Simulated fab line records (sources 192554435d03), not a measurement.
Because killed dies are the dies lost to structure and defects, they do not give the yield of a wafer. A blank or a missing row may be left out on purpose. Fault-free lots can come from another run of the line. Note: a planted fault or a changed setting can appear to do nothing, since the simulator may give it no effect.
The tool behind it: which one? || flow n5Finfet || 9 lots with 27 wafers sampled at 2 steps, on a route of 1938 steps

## WHAT THE GAUGES READ, wafer by wafer
N5_MOL_CONTACT_COAG_INSPECT_97: inspects for defects (darkfield).
{"lot": "L801", "measured": "day 5 23:12", "on": "defectInspect-01", "rawDefectCount": "26 28 42"}
{"lot": "L810", "measured": "day 8 11:35", "on": "defectInspect-02", "rawDefectCount": "32 17 36"}
{"lot": "L815", "measured": "day 11 07:51", "on": "defectInspect-01", "rawDefectCount": "28 24 33"}
{"lot": "L817", "measured": "day 11 08:26", "on": "defectInspect-01", "rawDefectCount": "35 32 38"}
{"lot": "L818", "measured": "day 11 08:44", "on": "defectInspect-01", "rawDefectCount": "24 49 31"}
{"lot": "L822", "measured": "day 12 19:01", "on": "defectInspect-01", "rawDefectCount": "46 32 22"}
{"lot": "L821", "measured": "day 12 22:00", "on": "defectInspect-02", "rawDefectCount": "25 46 35"}
{"lot": "L820", "measured": "day 12 22:01", "on": "defectInspect-01", "rawDefectCount": "36 48 45"}
{"lot": "L823", "measured": "day 12 22:22", "on": "defectInspect-02", "rawDefectCount": "44 36 47"}

## WHICH TOOL RAN EACH LOT (tool, then ch and the chambers of the sampled wafers, then the start)
{"lot": "L801", "N5_MOL_CONTACT_COAG_CVD_140": "cvdW-01 ch 0,1, day 5 19:31"}
{"lot": "L810", "N5_MOL_CONTACT_COAG_CVD_140": "cvdW-02 ch 0,1, day 8 07:55"}
{"lot": "L815", "N5_MOL_CONTACT_COAG_CVD_140": "cvdW-02 ch 0,1, day 10 06:28"}
{"lot": "L817", "N5_MOL_CONTACT_COAG_CVD_140": "cvdW-02 ch 0,1, day 10 16:41"}
{"lot": "L818", "N5_MOL_CONTACT_COAG_CVD_140": "cvdW-01 ch 0,1, day 10 20:43"}
{"lot": "L822", "N5_MOL_CONTACT_COAG_CVD_140": "cvdW-01 ch 0,1, day 12 15:18"}
{"lot": "L821", "N5_MOL_CONTACT_COAG_CVD_140": "cvdW-02 ch 0,1, day 12 15:41"}
{"lot": "L820", "N5_MOL_CONTACT_COAG_CVD_140": "cvdW-01 ch 0,1, day 12 15:48"}
{"lot": "L823", "N5_MOL_CONTACT_COAG_CVD_140": "cvdW-02 ch 0,1, day 12 16:07"}
- N5_MOL_CONTACT_COAG_CVD_140: deposits W, target thk 66.5 nm, time 215 s.

## THE ANSWER, worked out from the rows above alone
Rule: the lots themselves supply what counts as usual. Put in order of their means at a reading, lots are off if they are a third of the lots or fewer, leave a main group of 4 or more, and stand apart from it by a gap of 3 or more times the standard deviation of the main group's means; of several such gaps the widest counts. A main group is skipped when, at the precision printed for the reading in the tables above, its means are all equal. Also off: a lot with no number at a reading for which 4 or more lots have one. All remaining lots with rows at the step are treated as sound.
Across all readings shown, no lot is off: no conclusion can be drawn from this.

## WHAT THE SIMULATOR PUT IN
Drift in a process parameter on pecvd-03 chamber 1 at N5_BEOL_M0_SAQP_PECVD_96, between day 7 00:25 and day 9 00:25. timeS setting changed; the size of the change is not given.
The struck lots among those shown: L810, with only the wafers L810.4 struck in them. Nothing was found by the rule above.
